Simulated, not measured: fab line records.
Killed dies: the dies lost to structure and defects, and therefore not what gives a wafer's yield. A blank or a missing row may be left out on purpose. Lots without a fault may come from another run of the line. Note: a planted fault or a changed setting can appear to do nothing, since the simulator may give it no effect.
fab line records + flow nandHarc + part 1 of 2: steps 1 to 19 of 25
record:
- lots: 5
- wafers: 15
- lastDay: 33
route steps=1302 shown A_STAIRCASE@809
lots untouched by any fault: they come from a run of this same line in which no faults occurred
startH: the number of hours between the record's first day and the start of the first shown wafer of the lot + waitH: hours elapsed since this lot's preceding step + " as in the row above + L1.1+2: a row that stands for several wafers + - either no value or no given start + * or withheld: withheld + < > ~ a bound
route shown NAME@n: NAME is a module with steps in the file, n the number in the route of the first one + usual: mean/standard deviation taken from wafers without a fault + same: alike in all rows + chamber/n: place in a boat + sites: each site's reading + _std_site: the standard deviation of these + _edge_site: inner sites' mean taken away from outer sites' mean + radiusMm: how far each site lies from the wafer's centre + mask NAME#n: copy n + behind: tool/chamber where the wafer was last shaped + hold: the reason the lot was held/the length of the hold in hours/how it ended + device: which transistor (n, p or np) failed to switch + end of line: the tests these same wafers got at the end of their route + step lacking rows: just its recipe + killed: not the wafer's yield, but the dies lost to structure and defects at the first sort + map: shows each die of a wafer: x if killed, . if not, _ if none is there
set.NAME: the setting the step ran with; set.NAME@STEP: the setting that earlier step ran with + model.NAME: the simulator's own value behind a step, which no gauge read
a table for each step, a row for each wafer; lots at some steps of the route
services: a tool's chamber out of use, with start hour (startH, from the record's first day; less than 0 if before it), hours out, and reason
== steps ==
step: NHARC_A_STAIRCASE_HM_OPEN_460
recipe:
- o2FlowSccm: 400
- cosFlowSccm: 20
- arFlowSccm: 0
- rfW: 500
- biasW: 300
- chemistry: O2/COS
usual:
- chamberPressureMTorr: 20.000/0.02
- drypumpMotorCurrentA: 5.8/0.49
- oesProductAu: 1.003/0.0094
- rfFwdPowerW: 498.8/1.5
- rfVppV: 467/3.4
- showerheadPlenumPTorr: 3.12/0.15
- throttleValvePct: 28.329/0.0097
| lot.wafer | tool       | chamber | startH | waitH | chamberPressureMTorr | drypumpMotorCurrentA | oesProductAu | rfFwdPowerW | rfHoursCounterH | rfVppV | showerheadPlenumPTorr | throttleValvePct |
|-----------|------------|---------|--------|-------|----------------------|----------------------|--------------|-------------|-----------------|--------|-----------------------|------------------|
| L077.1    | rieDiel-11 | 3       | -      | -     | 19.980               | 5.8                  | 1.009        | 497.6       | 25              | 463    | 2.90                  | 28.349           |
| L077.4    | "          | 0       | "      | "     | 19.999               | 6.5                  | 0.997        | 498.4       | 47              | 467    | 3.08                  | 28.329           |
| L077.3    | "          | 1       | "      | "     | 19.993               | 5.8                  | 1.007        | 496.7       | 44              | 470    | 3.23                  | 28.328           |
| L079.4    | rieDiel-11 | 2       | -      | -     | 19.983               | 5.6                  | 1.006        | 499.1       | 52              | 463    | 2.91                  | 28.323           |
| L079.2    | "          | 1       | "      | "     | 19.998               | 5.8                  | 0.995        | 497.8       | 49              | 469    | 3.23                  | 28.332           |
| L079.5    | "          | 2       | "      | "     | 20.038               | 5.5                  | 1.009        | 497.1       | -               | 462    | 2.91                  | 28.312           |
| L081.2    | rieDiel-04 | 1       | -      | -     | 20.000               | 5.4                  | 1.012        | 496.7       | 32              | 472    | 3.33                  | 28.340           |
| L081.1    | "          | 2       | "      | "     | 20.007               | 5.7                  | 0.989        | 499.9       | 33              | 468    | 3.12                  | 28.352           |
| L081.4    | "          | 0       | "      | "     | 20.003               | 5.2                  | 1.006        | 499.8       | 34              | 464    | 2.95                  | 28.322           |
| L092.2    | rieDiel-04 | 3       | -      | -     | 19.993               | 6.3                  | 1.014        | 499.3       | 4               | 464    | 3.08                  | 28.322           |
| L092.1    | "          | 1       | "      | "     | 20.041               | 5.4                  | 1.010        | 498.8       | 4               | 472    | 3.31                  | 28.329           |
| L092.3    | "          | 2       | "      | "     | 19.995               | 5.7                  | 1.017        | 497.9       | 4               | 467    | 3.11                  | 28.330           |
| L097.4    | rieDiel-05 | 0       | -      | -     | 19.989               | 5.5                  | 1.019        | 496.1       | 9               | 468    | 3.20                  | 28.325           |
| L097.1    | "          | 2       | "      | "     | 20.019               | 6.2                  | 1.014        | 498.5       | 7               | 464    | 2.95                  | 28.338           |
| L097.6    | "          | 1       | "      | "     | 20.025               | 6.7                  | 1.014        | 500.1       | -               | 465    | 3.00                  | 28.327           |
step: NHARC_A_STAIRCASE_STRIP_461
recipe:
- o2FlowSccm: 400
- cosFlowSccm: 20
- arFlowSccm: 0
- biasW: 0
- chemistry: O2/COS
| lot.wafer  | tool       | chamber | startH | waitH |
|------------|------------|---------|--------|-------|
| L077.3+1+4 | rieDiel-11 | 0,1,3   | -      | -     |
| L079.4+2+5 | rieDiel-11 | 3,0,2   | -      | -     |
| L081.4+2+1 | rieDiel-04 | 3,0,1   | -      | -     |
| L092.1+3+2 | rieDiel-04 | 3,1,2   | -      | -     |
| L097.1+4+6 | rieDiel-05 | 1,3,2   | -      | -     |
step: NHARC_A_STAIRCASE_ETCH_452
recipe:
- targetDepthA: 300
- overetchA: 30
- timeS: 16.5
- ionEnergyEv: 100
- cf4FlowSccm: 80
- o2FlowSccm: 20
- arFlowSccm: 0
- rfW: 300
- biasW: 100
- chemistry: CF4/O2
usual:
- chamberPressureMTorr: 30.003/0.026
- drypumpMotorCurrentA: 5.8/0.49
- oesProductAu: 1.002/0.0091
- rfFwdPowerW: 293.7/1.4
- rfVppV: 197.7/1.5
- showerheadPlenumPTorr: 1.33/0.066
- throttleValvePct: 13.396/0.0087
same:
- timeS: 16.5
| lot.wafer | tool       | chamber | startH | waitH | chamberPressureMTorr | drypumpMotorCurrentA | oesProductAu | rfFwdPowerW | rfHoursCounterH | rfVppV | showerheadPlenumPTorr | throttleValvePct |
|-----------|------------|---------|--------|-------|----------------------|----------------------|--------------|-------------|-----------------|--------|-----------------------|------------------|
| L077.1    | rieDiel-11 | 2       | -      | -     | 29.979               | 5.5                  | 0.995        | 293.6       | 47              | 196.1  | 1.24                  | 13.387           |
| L077.3    | "          | 3       | "      | "     | 30.021               | 5.8                  | 1.010        | 294.1       | 25              | 195.2  | 1.24                  | 13.386           |
| L077.4    | "          | 0       | "      | "     | 29.973               | 6.4                  | 1.006        | 295.4       | 47              | 196.8  | 1.32                  | 13.385           |
| L079.2    | rieDiel-11 | 3       | -      | -     | 29.997               | 5.8                  | 1.017        | 292.9       | 32              | 195.6  | 1.24                  | 13.402           |
| L079.4    | "          | 1       | "      | "     | 29.985               | 5.8                  | 1.014        | 293.3       | 49              | 198.3  | 1.38                  | 13.389           |
| L079.5    | "          | 0       | "      | "     | 30.010               | 6.4                  | 1.006        | 295.2       | -               | 198.7  | 1.32                  | 13.398           |
| L081.4    | rieDiel-04 | 2       | -      | -     | 30.013               | 5.7                  | 0.983        | 295.1       | 33              | 196.9  | 1.34                  | 13.403           |
| L081.1    | "          | 3       | "      | "     | 30.011               | 6.2                  | 1.002        | 292.3       | 34              | 198.9  | 1.32                  | 13.406           |
| L081.2    | "          | 1       | "      | "     | 29.989               | 5.4                  | 1.006        | 292.3       | 33              | 198.6  | 1.43                  | 13.390           |
| L092.3    | rieDiel-04 | 3       | -      | -     | 30.005               | 6.2                  | 1.016        | 293.6       | 4               | 197.6  | 1.32                  | 13.405           |
| L092.1    | "          | 1       | "      | "     | 30.003               | 5.4                  | 0.996        | 292.9       | 4               | 199.7  | 1.42                  | 13.399           |
| L092.2    | "          | 2       | "      | "     | 30.016               | 5.7                  | 1.006        | 294.9       | 4               | 197.0  | 1.33                  | 13.413           |
| L097.4    | rieDiel-05 | 3       | -      | -     | 29.979               | 4.9                  | 0.988        | 291.5       | 9               | 199.9  | 1.43                  | 13.411           |
| L097.1    | "          | 0       | "      | "     | 30.003               | 5.5                  | 0.999        | 295.3       | 9               | 198.6  | 1.37                  | 13.387           |
| L097.6    | "          | 3       | "      | "     | 29.981               | 4.9                  | 0.997        | 291.8       | -               | 197.8  | 1.43                  | 13.407           |
step: NHARC_A_STAIRCASE_ETCH_294
recipe:
- targetDepthA: 49890
- timeS: 1211.6
- ionEnergyEv: 800
- c4f8FlowSccm: 80
- o2FlowSccm: 60
- arFlowSccm: withheld
- rfW: 600
- biasW: 3000
- chemistry: C4F8/O2/Ar
usual:
- chamberPressureMTorr: 25.000/0.022
- oesProductAu: 0.934/0.01
- rfFwdPowerW: 599.3/1.8
- rfVppV: 1827/13
same:
- timeS: 1211.6
| lot.wafer | tool       | chamber | startH | waitH | chamberPressureMTorr | oesProductAu | rfFwdPowerW | rfHoursCounterH | rfVppV |
|-----------|------------|---------|--------|-------|----------------------|--------------|-------------|-----------------|--------|
| L077.3    | rieDiel-11 | 0       | -      | -     | 25.017               | 0.936        | 599.5       | 48              | 1824   |
| L077.4    | "          | 1       | "      | "     | 24.997               | 0.930        | 599.4       | 44              | 1836   |
| L077.1    | "          | 2       | "      | "     | 24.991               | 0.928        | 602.4       | 47              | 1808   |
| L079.4    | rieDiel-11 | 3       | -      | -     | 25.014               | 0.953        | 602.1       | 32              | 1807   |
| L079.2    | "          | 0       | "      | "     | 24.977               | 0.940        | 600.4       | 53              | 1823   |
| L079.5    | "          | 0       | "      | "     | 24.978               | 0.937        | 600.9       | -               | 1823   |
| L081.1    | rieDiel-04 | 0       | -      | -     | 25.003               | 0.929        | 597.7       | 34              | 1812   |
| L081.4    | "          | 2       | "      | "     | 25.021               | 0.922        | 597.9       | 33              | 1825   |
| L081.2    | "          | 3       | "      | "     | 25.031               | 0.928        | 595.7       | 34              | 1825   |
| L092.2    | rieDiel-04 | 3       | -      | -     | 24.980               | 0.935        | 599.2       | 4               | 1823   |
| L092.1    | "          | 1       | "      | "     | 24.997               | 0.922        | 598.7       | 4               | 1842   |
| L092.3    | "          | 2       | "      | "     | 25.033               | 0.938        | 597.7       | 4               | 1826   |
| L097.4    | rieDiel-05 | 0       | -      | -     | 25.024               | 0.952        | 603.9       | 10              | 1833   |
| L097.1    | "          | 1       | "      | "     | 24.988               | 0.922        | 597.8       | 4               | 1817   |
| L097.6    | "          | 3       | "      | "     | 25.012               | 0.943        | 597.0       | -               | 1844   |
step: NHARC_A_STAIRCASE_STRIP_295
recipe:
- o2FlowSccm: 500
- arFlowSccm: 0
- biasW: 0
- chemistry: O2
usual:
- chamberPressureMTorr: 60.00/0.059
- drypumpMotorCurrentA: 5.8/0.49
- oesProductAu: 1.002/0.0087
- rfVppV: 57.8/0.92
- showerheadPlenumPTorr: 3.52/0.17
- throttleValvePct: 17.036/0.0097
| lot.wafer | tool       | chamber | startH | waitH | chamberPressureMTorr | drypumpMotorCurrentA | oesProductAu | rfHoursCounterH | rfVppV | showerheadPlenumPTorr | throttleValvePct |
|-----------|------------|---------|--------|-------|----------------------|----------------------|--------------|-----------------|--------|-----------------------|------------------|
| L077.1    | rieDiel-11 | 2       | -      | -     | 60.05                | 5.6                  | 0.992        | 47              | 57.1   | 3.30                  | 17.044           |
| L077.4    | "          | 3       | "      | "     | 60.02                | 5.8                  | 1.016        | 26              | 57.1   | 3.28                  | 17.031           |
| L077.3    | "          | 0       | "      | "     | 59.87                | 6.4                  | 0.994        | 48              | 58.4   | 3.48                  | 17.041           |
| L079.2    | rieDiel-11 | 3       | -      | -     | 60.04                | 5.8                  | 1.010        | 32              | 56.9   | 3.28                  | 17.033           |
| L079.4    | "          | 0       | "      | "     | 60.01                | 6.4                  | 0.995        | 54              | 56.5   | 3.48                  | 17.023           |
| L079.5    | "          | 3       | "      | "     | 59.94                | 5.8                  | 1.009        | -               | 55.9   | 3.28                  | 17.027           |
| L081.2    | rieDiel-04 | 2       | -      | -     | 60.04                | 5.7                  | 0.989        | 33              | 57.1   | 3.53                  | 17.038           |
| L081.4    | "          | 0       | "      | "     | 59.94                | 5.2                  | 1.003        | 34              | 56.7   | 3.34                  | 17.043           |
| L081.1    | "          | 1       | "      | "     | 59.97                | 5.4                  | 1.011        | 33              | 57.5   | 3.76                  | 17.025           |
| L092.2    | rieDiel-04 | 1       | -      | -     | 60.01                | 5.4                  | 0.989        | 5               | 59.5   | 3.74                  | 17.018           |
| L092.3    | "          | 2       | "      | "     | 59.97                | 5.7                  | 1.004        | 5               | 58.8   | 3.51                  | 17.020           |
| L092.1    | "          | 3       | "      | "     | 60.05                | 6.2                  | 1.006        | 5               | 57.6   | 3.48                  | 17.035           |
| L097.1    | rieDiel-05 | 0       | -      | -     | 60.04                | 5.5                  | 1.011        | 10              | 58.7   | 3.61                  | 17.032           |
| L097.4    | "          | 2       | "      | "     | 59.99                | 6.3                  | 0.995        | 8               | 55.8   | 3.34                  | 17.047           |
| L097.6    | "          | 0       | "      | "     | 59.93                | 5.5                  | 1.008        | -               | 58.4   | 3.61                  | 17.035           |
step: NHARC_A_STAIRCASE_STRIP_296
recipe:
- timeS: 900
- tempC: 130
- chemistry: SPM
usual:
- bathHeatDutyPct: 15.6/1.4
same:
- timeS: 900
| lot.wafer | tool        | chamber | startH | waitH | bathHeatDutyPct |
|-----------|-------------|---------|--------|-------|-----------------|
| L077.4    | wetBench-02 | 7       | 398.04 | -     | 17.4            |
| L077.3    | "           | 0       | "      | "     | 15.9            |
| L077.1    | "           | 1       | "      | "     | 16.5            |
| L079.5    | wetBench-05 | 7       | 420.17 | -     | 17.5            |
| L079.4    | "           | 0       | "      | "     | 12.3            |
| L079.2    | "           | 1       | "      | "     | 13.2            |
| L081.2    | wetBench-02 | 4       | 454.94 | -     | 14.1            |
| L081.1    | "           | 6       | "      | "     | 15.4            |
| L081.4    | "           | 7       | "      | "     | 15.7            |
| L092.2    | wetBench-01 | 5       | 560.29 | -     | 14.4            |
| L092.1    | "           | 7       | "      | "     | 17.1            |
| L092.3    | "           | 0       | "      | "     | 16.1            |
| L097.4    | wetBench-02 | 7       | 616.47 | -     | 16.5            |
| L097.6    | "           | 0       | "      | "     | 16.1            |
| L097.1    | "           | 2       | "      | "     | 14.7            |
step: NHARC_A_STAIRCASE_PRECLEAN_297
recipe:
- timeS: *
- tempC: 50
- bathAgeMin: 0
- chemistry: SC1
usual:
- bathHeatDutyPct: 7.5/0.73
same:
- timeS: *
| lot.wafer | tool        | chamber | startH | waitH | bathHeatDutyPct |
|-----------|-------------|---------|--------|-------|-----------------|
| L077.4    | wetBench-02 | 7       | -      | -     | 8.0             |
| L077.3    | "           | 0       | "      | "     | 8.1             |
| L077.1    | "           | 1       | "      | "     | 8.7             |
| L079.5    | wetBench-05 | 7       | -      | -     | 8.4             |
| L079.4    | "           | 0       | "      | "     | 6.4             |
| L079.2    | "           | 1       | "      | "     | 7.6             |
| L081.2    | wetBench-02 | 4       | -      | -     | 7.6             |
| L081.1    | "           | 6       | "      | "     | 8.0             |
| L081.4    | "           | 7       | "      | "     | 8.1             |
| L092.2    | wetBench-01 | 5       | -      | -     | 6.3             |
| L092.1    | "           | 7       | "      | "     | 8.3             |
| L092.3    | "           | 0       | "      | "     | 7.7             |
| L097.4    | wetBench-02 | 7       | -      | -     | 8.2             |
| L097.6    | "           | 0       | "      | "     | 8.7             |
| L097.1    | "           | 2       | "      | "     | 7.2             |
step: NHARC_A_STAIRCASE_SRD_298
| lot.wafer  | tool        | chamber | startH | waitH |
|------------|-------------|---------|--------|-------|
| L077.4+3+1 | wetBench-02 | 7,0,1   | -      | -     |
| L079.5+4+2 | wetBench-05 | 7,0,1   | -      | -     |
| L081.2+1+4 | wetBench-02 | 4,6,7   | -      | -     |
| L092.2+1+3 | wetBench-01 | 5,7,0   | -      | -     |
| L097.4+6+1 | wetBench-02 | 7,0,2   | -      | -     |
step: NHARC_A_STAIRCASE_HM_DEP_462
recipe:
- targetThkA: 8000
- tempC: 400
- material: aC
usual:
- susceptorTempC: 400.00/0.2
- throttleValvePct: 35.001/0.0093
| lot.wafer | tool      | chamber | startH | waitH | susceptorTempC | throttleValvePct |
|-----------|-----------|---------|--------|-------|----------------|------------------|
| L077.1    | aclDep-02 | 0       | 398.56 | 0.1   | 400.16         | 34.991           |
| L077.3    | "         | 0       | "      | "     | 399.79         | 35.001           |
| L077.4    | "         | 0       | "      | "     | 399.80         | 35.013           |
| L079.2    | aclDep-02 | 0       | 420.99 | 0.4   | 399.79         | 35.005           |
| L079.4    | "         | 0       | "      | "     | 400.17         | 35.000           |
| L079.5    | "         | 0       | "      | "     | 400.40         | 35.002           |
| L081.1    | aclDep-02 | 0       | 457.47 | 2.1   | 399.72         | 35.013           |
| L081.2    | "         | 0       | "      | "     | 400.16         | 34.985           |
| L081.4    | "         | 0       | "      | "     | 400.08         | 34.992           |
| L092.1    | aclDep-02 | 0       | 561.99 | 1.3   | 399.87         | 35.002           |
| L092.2    | "         | 0       | "      | "     | 399.96         | 34.998           |
| L092.3    | "         | 0       | "      | "     | 400.42         | 35.001           |
| L097.1    | aclDep-01 | 0       | 617.85 | 0.9   | -              | 35.000           |
| L097.4    | "         | 0       | "      | "     | -              | 34.995           |
| L097.6    | "         | 0       | "      | "     | -              | 35.002           |
step: NHARC_A_STAIRCASE_DEP_301
recipe:
- targetThkA: 300
- targetThkNm: 30
- tempC: 400
- pressureTorr: 3.5
- flowSccm: 200
- rfW: 350
- material: SiON
usual:
- heaterPowerW: 790/99
- rfFwdPowerW: 348.5/1.1
- susceptorTempC: 400.04/0.21
| lot.wafer | tool     | chamber | startH | waitH | heaterPowerW | rfFwdPowerW | susceptorTempC |
|-----------|----------|---------|--------|-------|--------------|-------------|----------------|
| L077.1    | pecvd-03 | 1       | 400.44 | 1.6   | 669          | 348.6       | 400.04         |
| L077.3    | "        | 0       | "      | "     | 771          | 348.5       | 400.07         |
| L077.4    | "        | 1       | "      | "     | 677          | 348.6       | 399.99         |
| L079.2    | pecvd-01 | 1       | 422.60 | 1.3   | 856          | 349.0       | 400.22         |
| L079.5    | "        | 2       | "      | "     | 747          | 348.9       | 400.08         |
| L079.4    | "        | 0       | "      | "     | 953          | 347.2       | 399.92         |
| L081.1    | pecvd-03 | 1       | 459.34 | 1.6   | 694          | 350.0       | 400.45         |
| L081.2    | "        | 2       | "      | "     | 666          | 348.2       | 400.17         |
| L081.4    | "        | 2       | "      | "     | 670          | 350.0       | 399.91         |
| L092.2    | pecvd-01 | 1       | 563.85 | 1.2   | 885          | 348.0       | 399.84         |
| L092.1    | "        | 2       | "      | "     | 868          | 348.0       | 400.10         |
| L092.3    | "        | 0       | "      | "     | 823          | 347.4       | 400.04         |
| L097.1    | pecvd-04 | 1       | 619.70 | 1.5   | 697          | 349.5       | 399.91         |
| L097.4    | "        | 1       | "      | "     | 701          | 348.8       | 400.03         |
| L097.6    | "        | 2       | "      | "     | 659          | 347.8       | 399.95         |
step: NHARC_A_STAIRCASE_DEHYDRATE_302
recipe:
- tempC: 150
- timeS: 120
usual:
- exhaustPa: 45.1/1.1
- heaterPowerTotalW: 182.4/1.3
same:
- timeS: 120
| lot.wafer | tool          | chamber | startH | waitH | exhaustPa | heaterPowerTotalW |
|-----------|---------------|---------|--------|-------|-----------|-------------------|
| L077.1    | lithoTrack-02 | 0       | 400.71 | 0.2   | 45.7      | 181.6             |
| L077.3    | "             | 0       | "      | "     | 44.7      | 182.9             |
| L077.4    | "             | 0       | "      | "     | 46.0      | 183.8             |
| L079.2    | lithoTrack-02 | 0       | 422.82 | 0.2   | 46.1      | 184.0             |
| L079.4    | "             | 0       | "      | "     | 46.2      | 181.2             |
| L079.5    | "             | 0       | "      | "     | 46.4      | 181.7             |
| L081.1    | lithoTrack-03 | 0       | 459.61 | 0.2   | 43.6      | 180.8             |
| L081.2    | "             | 0       | "      | "     | 43.3      | 181.4             |
| L081.4    | "             | 0       | "      | "     | 43.3      | 180.9             |
| L092.1    | lithoTrack-02 | 0       | 564.12 | 0.2   | 44.9      | 180.8             |
| L092.2    | "             | 0       | "      | "     | 45.2      | 181.7             |
| L092.3    | "             | 0       | "      | "     | 45.4      | 180.9             |
| L097.1    | lithoTrack-02 | 0       | 619.96 | 0.2   | 44.7      | 182.2             |
| L097.4    | "             | 0       | "      | "     | 44.5      | 181.8             |
| L097.6    | "             | 0       | "      | "     | 44.8      | 184.4             |
step: NHARC_A_STAIRCASE_HMDS_303
recipe:
- timeS: 30
usual:
- exhaustPa: 44.9/0.83
same:
- timeS: 30
| lot.wafer | tool          | chamber | startH | waitH | exhaustPa |
|-----------|---------------|---------|--------|-------|-----------|
| L077.1    | lithoTrack-02 | 0       | -      | -     | 45.4      |
| L077.3    | "             | 0       | "      | "     | 45.3      |
| L077.4    | "             | 0       | "      | "     | 45.1      |
| L079.2    | lithoTrack-02 | 0       | -      | -     | 44.0      |
| L079.4    | "             | 0       | "      | "     | 45.5      |
| L079.5    | "             | 0       | "      | "     | 46.7      |
| L081.1    | lithoTrack-03 | 0       | -      | -     | 46.5      |
| L081.2    | "             | 0       | "      | "     | 45.0      |
| L081.4    | "             | 0       | "      | "     | 45.8      |
| L092.1    | lithoTrack-02 | 0       | -      | -     | 44.7      |
| L092.2    | "             | 0       | "      | "     | 43.9      |
| L092.3    | "             | 0       | "      | "     | 44.2      |
| L097.1    | lithoTrack-02 | 0       | -      | -     | 45.3      |
| L097.4    | "             | 0       | "      | "     | 45.4      |
| L097.6    | "             | 0       | "      | "     | 45.4      |
step: NHARC_A_STAIRCASE_COAT_304
recipe:
- spinRpm: 1200
usual:
- exhaustPa: 44.8/0.92
| lot.wafer | tool          | chamber | startH | waitH | exhaustPa |
|-----------|---------------|---------|--------|-------|-----------|
| L077.1    | lithoTrack-02 | 0       | -      | -     | 44.6      |
| L077.3    | "             | 0       | "      | "     | 44.7      |
| L077.4    | "             | 0       | "      | "     | 44.6      |
| L079.2    | lithoTrack-02 | 0       | -      | -     | 45.6      |
| L079.4    | "             | 0       | "      | "     | 44.5      |
| L079.5    | "             | 0       | "      | "     | 44.8      |
| L081.1    | lithoTrack-03 | 0       | -      | -     | 45.5      |
| L081.2    | "             | 0       | "      | "     | 45.8      |
| L081.4    | "             | 0       | "      | "     | 44.6      |
| L092.1    | lithoTrack-02 | 0       | -      | -     | 44.8      |
| L092.2    | "             | 0       | "      | "     | 45.6      |
| L092.3    | "             | 0       | "      | "     | 45.8      |
| L097.1    | lithoTrack-02 | 0       | -      | -     | 43.8      |
| L097.4    | "             | 0       | "      | "     | 44.1      |
| L097.6    | "             | 0       | "      | "     | 43.8      |
step: NHARC_A_STAIRCASE_SOFTBAKE_305
recipe:
- tempC: 135
- timeS: 170
usual:
- exhaustPa: 45.0/0.92
- heaterPowerTotalW: 134.6/0.97
same:
- timeS: 170
| lot.wafer | tool          | chamber | startH | waitH | exhaustPa | heaterPowerTotalW |
|-----------|---------------|---------|--------|-------|-----------|-------------------|
| L077.1    | lithoTrack-02 | 0       | -      | -     | 44.6      | 136.1             |
| L077.3    | "             | 0       | "      | "     | 45.6      | 134.9             |
| L077.4    | "             | 0       | "      | "     | 45.3      | 133.3             |
| L079.2    | lithoTrack-02 | 0       | -      | -     | 46.2      | 135.9             |
| L079.4    | "             | 0       | "      | "     | 44.2      | 133.2             |
| L079.5    | "             | 0       | "      | "     | 44.3      | 134.2             |
| L081.1    | lithoTrack-03 | 0       | -      | -     | 45.5      | 134.3             |
| L081.2    | "             | 0       | "      | "     | 44.1      | 134.9             |
| L081.4    | "             | 0       | "      | "     | 44.0      | 133.9             |
| L092.1    | lithoTrack-02 | 0       | -      | -     | 44.6      | 135.9             |
| L092.2    | "             | 0       | "      | "     | 44.5      | 135.6             |
| L092.3    | "             | 0       | "      | "     | 45.3      | 134.3             |
| L097.1    | lithoTrack-02 | 0       | -      | -     | 44.5      | 136.1             |
| L097.4    | "             | 0       | "      | "     | 46.4      | 134.5             |
| L097.6    | "             | 0       | "      | "     | 44.9      | 136.3             |
step: NHARC_A_STAIRCASE_EBR_306
usual:
- exhaustPa: 44.9/0.97
| lot.wafer | tool          | chamber | startH | waitH | exhaustPa |
|-----------|---------------|---------|--------|-------|-----------|
| L077.1    | lithoTrack-02 | 0       | -      | -     | 43.5      |
| L077.3    | "             | 0       | "      | "     | 42.6      |
| L077.4    | "             | 0       | "      | "     | 43.7      |
| L079.2    | lithoTrack-02 | 0       | -      | -     | 45.5      |
| L079.4    | "             | 0       | "      | "     | 45.6      |
| L079.5    | "             | 0       | "      | "     | 44.8      |
| L081.1    | lithoTrack-03 | 0       | -      | -     | 43.3      |
| L081.2    | "             | 0       | "      | "     | 45.4      |
| L081.4    | "             | 0       | "      | "     | 44.3      |
| L092.1    | lithoTrack-02 | 0       | -      | -     | 44.8      |
| L092.2    | "             | 0       | "      | "     | 43.9      |
| L092.3    | "             | 0       | "      | "     | 46.1      |
| L097.1    | lithoTrack-02 | 0       | -      | -     | 45.8      |
| L097.4    | "             | 0       | "      | "     | 44.9      |
| L097.6    | "             | 0       | "      | "     | 45.2      |
step: NHARC_A_STAIRCASE_EXPOSE_307
recipe:
- na: 0.5
- doseMj: 45.72
- maskId: CHOP_50
usual:
- exposureDoseMJCm2: 45.74/0.043
| lot.wafer | tool          | chamber | startH | waitH | mask      | exposureDoseMJCm2 |
|-----------|---------------|---------|--------|-------|-----------|-------------------|
| L077.1    | krfScanner-04 | 0       | 401.05 | -     | CHOP_50#0 | 45.67             |
| L077.3    | "             | 0       | "      | "     | CHOP_50#0 | 45.72             |
| L077.4    | "             | 0       | "      | "     | CHOP_50#0 | 45.68             |
| L079.2    | krfScanner-04 | 0       | 423.15 | -     | CHOP_50#0 | 45.70             |
| L079.4    | "             | 0       | "      | "     | CHOP_50#0 | 45.69             |
| L079.5    | "             | 0       | "      | "     | CHOP_50#0 | 45.75             |
| L081.1    | krfScanner-01 | 0       | 459.94 | -     | CHOP_50#0 | 45.80             |
| L081.2    | "             | 0       | "      | "     | CHOP_50#0 | 45.77             |
| L081.4    | "             | 0       | "      | "     | CHOP_50#0 | 45.79             |
| L092.1    | krfScanner-03 | 0       | 564.33 | -     | CHOP_50#0 | 45.67             |
| L092.2    | "             | 0       | "      | "     | CHOP_50#0 | 45.74             |
| L092.3    | "             | 0       | "      | "     | CHOP_50#0 | 45.81             |
| L097.1    | krfScanner-03 | 0       | 620.18 | -     | CHOP_50#0 | 45.65             |
| L097.4    | "             | 0       | "      | "     | CHOP_50#0 | 45.68             |
| L097.6    | "             | 0       | "      | "     | CHOP_50#0 | 45.72             |
step: NHARC_A_STAIRCASE_PEB_308
recipe:
- pebTempC: 115
- pebTimeS: 130
usual:
- exhaustPa: 45.2/1.2
- heaterPowerTotalW: 123.86/0.21
| lot.wafer | tool          | chamber | startH | waitH | exhaustPa | heaterPowerTotalW |
|-----------|---------------|---------|--------|-------|-----------|-------------------|
| L077.1    | lithoTrack-05 | 0       | 401.11 | 0.1   | 44.3      | 124.05            |
| L077.3    | "             | 0       | "      | "     | 43.5      | 123.74            |
| L077.4    | "             | 0       | "      | "     | 43.5      | 123.70            |
| L079.2    | lithoTrack-05 | 0       | 423.21 | 0.1   | 44.8      | 123.92            |
| L079.4    | "             | 0       | "      | "     | 44.9      | 123.60            |
| L079.5    | "             | 0       | "      | "     | 45.0      | 123.49            |
| L081.1    | lithoTrack-05 | 0       | 460.00 | 0.1   | 46.2      | 124.03            |
| L081.2    | "             | 0       | "      | "     | 45.2      | 124.07            |
| L081.4    | "             | 0       | "      | "     | 46.5      | 123.77            |
| L092.1    | lithoTrack-03 | 0       | 564.39 | 0.1   | 46.9      | 123.99            |
| L092.2    | "             | 0       | "      | "     | 46.0      | 123.77            |
| L092.3    | "             | 0       | "      | "     | 46.3      | 123.85            |
| L097.1    | lithoTrack-03 | 0       | 620.25 | 0.1   | 44.1      | 123.90            |
| L097.4    | "             | 0       | "      | "     | 45.2      | 123.70            |
| L097.6    | "             | 0       | "      | "     | 44.3      | 123.73            |
step: NHARC_A_STAIRCASE_DEVELOP_309
recipe:
- timeS: 140
usual:
- exhaustPa: 44.9/0.81
same:
- timeS: 140
| lot.wafer | tool          | chamber | startH | waitH | exhaustPa |
|-----------|---------------|---------|--------|-------|-----------|
| L077.1    | lithoTrack-05 | 0       | -      | -     | 45.4      |
| L077.3    | "             | 0       | "      | "     | 46.5      |
| L077.4    | "             | 0       | "      | "     | 44.9      |
| L079.2    | lithoTrack-05 | 0       | -      | -     | 46.1      |
| L079.4    | "             | 0       | "      | "     | 47.2      |
| L079.5    | "             | 0       | "      | "     | 46.1      |
| L081.1    | lithoTrack-05 | 0       | -      | -     | 44.0      |
| L081.2    | "             | 0       | "      | "     | 44.6      |
| L081.4    | "             | 0       | "      | "     | 45.4      |
| L092.1    | lithoTrack-03 | 0       | -      | -     | 45.6      |
| L092.2    | "             | 0       | "      | "     | 45.5      |
| L092.3    | "             | 0       | "      | "     | 44.6      |
| L097.1    | lithoTrack-03 | 0       | -      | -     | 46.2      |
| L097.4    | "             | 0       | "      | "     | 46.2      |
| L097.6    | "             | 0       | "      | "     | 46.0      |
step: NHARC_A_STAIRCASE_HARDBAKE_311
recipe:
- tempC: 120
- timeS: 140
usual:
- exhaustPa: 45.1/0.8
- heaterPowerTotalW: 127.36/0.23
same:
- timeS: 140
| lot.wafer | tool          | chamber | startH | waitH | exhaustPa | heaterPowerTotalW |
|-----------|---------------|---------|--------|-------|-----------|-------------------|
| L077.1    | lithoTrack-02 | 0       | 401.33 | -     | 45.2      | 127.42            |
| L077.3    | "             | 0       | "      | "     | 44.9      | 127.26            |
| L077.4    | "             | 0       | "      | "     | 45.1      | 127.45            |
| L079.2    | lithoTrack-05 | 0       | 423.43 | -     | 43.9      | 127.61            |
| L079.4    | "             | 0       | "      | "     | 45.0      | 127.11            |
| L079.5    | "             | 0       | "      | "     | 45.9      | 127.49            |
| L081.1    | lithoTrack-02 | 0       | 460.22 | -     | 44.6      | 127.56            |
| L081.2    | "             | 0       | "      | "     | 45.0      | 127.36            |
| L081.4    | "             | 0       | "      | "     | 45.0      | 127.21            |
| L092.1    | lithoTrack-02 | 0       | 564.61 | -     | 45.0      | 127.20            |
| L092.2    | "             | 0       | "      | "     | 45.0      | 127.14            |
| L092.3    | "             | 0       | "      | "     | 43.9      | 127.22            |
| L097.1    | lithoTrack-02 | 0       | 620.46 | -     | 45.5      | 127.39            |
| L097.4    | "             | 0       | "      | "     | 44.7      | 126.98            |
| L097.6    | "             | 0       | "      | "     | 46.5      | 127.33            |
